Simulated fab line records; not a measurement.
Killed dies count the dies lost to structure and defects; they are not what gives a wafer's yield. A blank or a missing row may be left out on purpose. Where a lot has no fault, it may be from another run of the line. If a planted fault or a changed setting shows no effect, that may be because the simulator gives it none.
Split-lot experiment / flow n5 finfet / 21 wafers read across 7 lots, on a route 1938 steps long

ON THE SPLIT
At N5_BEOL_M10_ETCH_62 (etches SOC in N2/H2, target depth 110 nm, overetch 22 nm, time 165 s), the setting time s was moved away from the recipe's 165 s on 9 of the 21 wafers read, by -21.8% to +21.7%. All remaining wafers had this setting at the recipe value.

The reading is taken at the split's own step.

THE READING
SiARC_of_BEOL_M10_COAT_60.thk nm (the simulator's own value, which no gauge read), in nm, at N5_BEOL_M10_ETCH_62 (etches SOC in N2/H2, target depth 110 nm, overetch 22 nm, time 165 s). The file gives no usual value for it. The 12 wafers here that ran the recipe average 23.5 nm, standard deviation 0.26 nm.

wafer=L074.1; tool, chamber at the split=rie diel-06, 1,2; time s as run, s=165; against the recipe=recipe; SiARC_of_BEOL_M10_COAT_60.thk nm, nm=23.2; against lot-mates on the recipe=-
wafer=L074.2; tool, chamber at the split=rie diel-06, 1,2; time s as run, s=165; against the recipe=recipe; SiARC_of_BEOL_M10_COAT_60.thk nm, nm=23.2; against lot-mates on the recipe=-
wafer=L074.3; tool, chamber at the split=rie diel-06, 0; time s as run, s=165; against the recipe=recipe; SiARC_of_BEOL_M10_COAT_60.thk nm, nm=23.6; against lot-mates on the recipe=-
wafer=L075.1; tool, chamber at the split=rie diel-06, 2; time s as run, s=165; against the recipe=recipe; SiARC_of_BEOL_M10_COAT_60.thk nm, nm=23; against lot-mates on the recipe=-
wafer=L075.3; tool, chamber at the split=rie diel-06, 0; time s as run, s=165; against the recipe=recipe; SiARC_of_BEOL_M10_COAT_60.thk nm, nm=23.6; against lot-mates on the recipe=-
wafer=L075.5; tool, chamber at the split=rie diel-06, 0; time s as run, s=194.9; against the recipe=+18.1%; SiARC_of_BEOL_M10_COAT_60.thk nm, nm=22.2; against lot-mates on the recipe=-1.1
wafer=L081.2; tool, chamber at the split=rie diel-06, 3,0; time s as run, s=197.5; against the recipe=+19.7%; SiARC_of_BEOL_M10_COAT_60.thk nm, nm=22.4; against lot-mates on the recipe=-1.0
wafer=L081.3; tool, chamber at the split=rie diel-06, 3,0; time s as run, s=197.5; against the recipe=+19.7%; SiARC_of_BEOL_M10_COAT_60.thk nm, nm=22.4; against lot-mates on the recipe=-1.0
wafer=L081.4; tool, chamber at the split=rie diel-06, 1; time s as run, s=165; against the recipe=recipe; SiARC_of_BEOL_M10_COAT_60.thk nm, nm=23.4; against lot-mates on the recipe=-
wafer=L084.3; tool, chamber at the split=rie diel-01, 2; time s as run, s=129.1; against the recipe=-21.8%; SiARC_of_BEOL_M10_COAT_60.thk nm, nm=25.4; against lot-mates on the recipe=+1.6
wafer=L084.4; tool, chamber at the split=rie diel-01, 1; time s as run, s=165; against the recipe=recipe; SiARC_of_BEOL_M10_COAT_60.thk nm, nm=23.8; against lot-mates on the recipe=-
wafer=L084.6; tool, chamber at the split=rie diel-01, 1; time s as run, s=129.1; against the recipe=-21.8%; SiARC_of_BEOL_M10_COAT_60.thk nm, nm=25.2; against lot-mates on the recipe=+1.4
wafer=L085.1; tool, chamber at the split=rie diel-03, 0; time s as run, s=184.5; against the recipe=+11.8%; SiARC_of_BEOL_M10_COAT_60.thk nm, nm=22.6; against lot-mates on the recipe=-1.1
wafer=L085.2; tool, chamber at the split=rie diel-03, 3; time s as run, s=165; against the recipe=recipe; SiARC_of_BEOL_M10_COAT_60.thk nm, nm=24; against lot-mates on the recipe=-
wafer=L085.6; tool, chamber at the split=rie diel-03, 2; time s as run, s=165; against the recipe=recipe; SiARC_of_BEOL_M10_COAT_60.thk nm, nm=23.4; against lot-mates on the recipe=-
wafer=L092.2; tool, chamber at the split=rie diel-06, 0,3; time s as run, s=165; against the recipe=recipe; SiARC_of_BEOL_M10_COAT_60.thk nm, nm=23.6; against lot-mates on the recipe=-
wafer=L092.3; tool, chamber at the split=rie diel-06, 0,3; time s as run, s=165; against the recipe=recipe; SiARC_of_BEOL_M10_COAT_60.thk nm, nm=23.6; against lot-mates on the recipe=-
wafer=L092.5; tool, chamber at the split=rie diel-06, 0; time s as run, s=200.8; against the recipe=+21.7%; SiARC_of_BEOL_M10_COAT_60.thk nm, nm=22.2; against lot-mates on the recipe=-1.4
wafer=L094.2; tool, chamber at the split=rie diel-06, 0; time s as run, s=165; against the recipe=recipe; SiARC_of_BEOL_M10_COAT_60.thk nm, nm=23.4; against lot-mates on the recipe=-
wafer=L094.3; tool, chamber at the split=rie diel-06, 2; time s as run, s=152.8; against the recipe=-7.4%; SiARC_of_BEOL_M10_COAT_60.thk nm, nm=23.6; against lot-mates on the recipe=+0.2
wafer=L094.6; tool, chamber at the split=rie diel-06, 0; time s as run, s=152.8; against the recipe=-7.4%; SiARC_of_BEOL_M10_COAT_60.thk nm, nm=24; against lot-mates on the recipe=+0.6
Where a row lists several chambers, the file gives one row for several wafers and doesn't say which wafer went through which chamber.

THE FIT
A straight line over all 21 wafers: SiARC_of_BEOL_M10_COAT_60.thk nm changes by -0.0683 nm for each +1% of time s; r = -0.95; the points scatter about the line by 0.27 nm.
The same after taking each lot's own level away (the mean of its wafers on the recipe; 21 wafers): -0.0629 nm for each +1%; r = -0.96; scatter 0.21 nm.
That fit puts the effect of the largest move of time s on the reading at 1.4 nm.
The span of the lots' own levels, 23.30 to 23.80 nm, comes to 1.9 times the standard deviation stated above.
Hence the lot-to-lot level has little effect on the slope; both slopes agree.
Check: for one of the wafers moved furthest among these (-21.8%), held out of the fit, the line's prediction against its lot-mates is +1.31 nm. It came out at +1.6 nm against them.

THESE WAFERS: OTHER SPLITS
These wafers also went through other splits before the reading. Each is held against what the fit with the lots' levels taken away leaves over:
other split on the same wafers=N5_BEOL_M8_TRENCH_ETCH_37 time s; wafers away from the commonest value=4; r with SiARC_of_BEOL_M10_COAT_60.thk nm (lot level and that fit taken away)=-0.15
other split on the same wafers=N5_BEOL_M9_COAT_22 spin rpm; wafers away from the commonest value=12; r with SiARC_of_BEOL_M10_COAT_60.thk nm (lot level and that fit taken away)=-0.30
other split on the same wafers=N5_BEOL_M9_ETCH_66 bias w; wafers away from the commonest value=4; r with SiARC_of_BEOL_M10_COAT_60.thk nm (lot level and that fit taken away)=+0.25

THE WHOLE CHAIN: every reading that the file lists as answering this split, in the file's order
step=N5_BEOL_M10_ETCH_62; what it does=etches SOC in N2/H2, target depth 110 nm, overetch 22 nm, time 165 s; reading=SiARC_of_BEOL_M10_COAT_60.thk nm (the simulator's own value, which no gauge read); change (the file's fit)=-0.0639 nm for each +1% of the setting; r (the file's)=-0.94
step=N5_BEOL_M10_HM_OPEN_17; what it does=chemistry Cl2/BCl3, target TiN, target depth 20 nm, overetch 6 nm; reading=etch.depth nm (the simulator's own value, which no gauge read); change (the file's fit)=not straight: 19.98 at the lowest setting, 20.01 at the recipe, 16.49 at the highest; r (the file's)=not given

THE FILE'S OWN FIT
SiARC_of_BEOL_M10_COAT_60.thk nm changes by -0.0639 nm for each +1% of time s, r = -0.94.
